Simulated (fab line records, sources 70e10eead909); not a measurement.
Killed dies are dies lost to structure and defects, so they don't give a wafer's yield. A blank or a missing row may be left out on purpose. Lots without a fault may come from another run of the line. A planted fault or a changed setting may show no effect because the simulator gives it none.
Chamber matching | flow nand_harc | NHARC_A_SLIT_DESCUM_14 on rie_diel-08: 4 sister chambers
The step chemistry O2, time 3 s. 20 wafers are shown with their chamber, then 10 later ones without.

WAFERS WITH THEIR CHAMBER
wafer  | chamber | showerhead_plenum_p_Torr (Torr) | drypump_motor_current_A (A) | oes_product_au (a.u.)
L075.2 | 0       | 1.97                            | 5.7                         | 1.008
L075.5 | 0       | 1.97                            | 5.7                         | 1.013
L075.6 | 3       | 1.94                            | 6.4                         | 0.988
L078.2 | 0       | 1.97                            | 5.7                         | 1.006
L078.5 | 2       | 1.83                            | 5.8                         | 0.995
L078.6 | 3       | 1.94                            | 6.4                         | 0.991
L080.1 | 3       | 1.94                            | 6.4                         | 0.985
L080.2 | 1       | 1.82                            | 6.4                         | 1.008
L080.6 | 2       | 1.83                            | 5.8                         | 0.994
L081.2 | 3       | 1.94                            | 6.5                         | 0.992
L081.3 | 0       | 1.96                            | 5.7                         | 1.014
L081.5 | 2       | 1.83                            | 5.8                         | 1.011
L082.1 | 2       | 1.83                            | 5.8                         | 1.016
L082.4 | 1       | 1.82                            | 6.5                         | 0.997
L082.5 | 0       | 1.96                            | 5.7                         | 1.008
L085.1 | 1       | 1.82                            | 6.4                         | 0.989
L085.2 | 3       | 1.94                            | 6.5                         | 0.988
L085.3 | 0       | 1.96                            | 5.7                         | 0.994
L088.1 | 3       | 1.94                            | 6.4                         | 0.992
L088.2 | 0       | 1.96                            | 5.7                         | 1.012

SIGNATURES (means of the wafers above)
reading                  | chamber 0 | chamber 1 | chamber 2 | chamber 3 | scatter within a chamber
showerhead_plenum_p_Torr | 1.9643    | 1.8200    | 1.8300    | 1.9400    | 0.00327
drypump_motor_current_A  | 5.700     | 6.433     | 5.800     | 6.433     | 0.0354
oes_product_au           | 1.00786   | 0.99800   | 1.00400   | 0.98933   | 0.00738
Rule: a wafer's distance from a chamber is the root of the sum, over the readings, of the square of ((its reading less the chamber's mean) divided by the reading's scatter). The wafer belongs to the nearest chamber; if the next one is less than 2 further off, it can't be placed. The scatter: the root of (the sum of the squares of (reading less its chamber's mean) over the shown wafers, divided by (wafers less chambers)).

WAFERS WITHOUT THEIR CHAMBER
wafer  | showerhead_plenum_p_Torr (Torr) | drypump_motor_current_A (A) | oes_product_au (a.u.)
L088.3 | 1.83                            | 5.8                         | 0.995
L089.1 | 1.94                            | 6.5                         | 0.989
L089.3 | 1.82                            | 6.4                         | 0.981
L089.5 | 1.83                            | 5.8                         | 0.987
L093.1 | 1.82                            | 6.5                         | 0.998
L093.3 | 1.96                            | 5.7                         | 1.000
L093.6 | 1.82                            | 6.5                         | 0.993
L094.1 | 1.94                            | 6.5                         | 0.996
L094.3 | 1.94                            | 6.5                         | 0.991
L094.4 | 1.83                            | 5.8                         | 0.991

WHICH CHAMBER EACH WENT THROUGH
wafer  | from the rows above | in truth
L088.3 | 2                   | 2
L089.1 | 3                   | 3
L089.3 | 1                   | 1
L089.5 | 2                   | 2
L093.1 | 1                   | 1
L093.3 | 0                   | 0
L093.6 | 1                   | 1
L094.1 | 3                   | 3
L094.3 | 3                   | 3
L094.4 | 2                   | 2
Placed correctly: 10 of 10. Can't be placed from these rows: 0. Placed wrongly: 0.
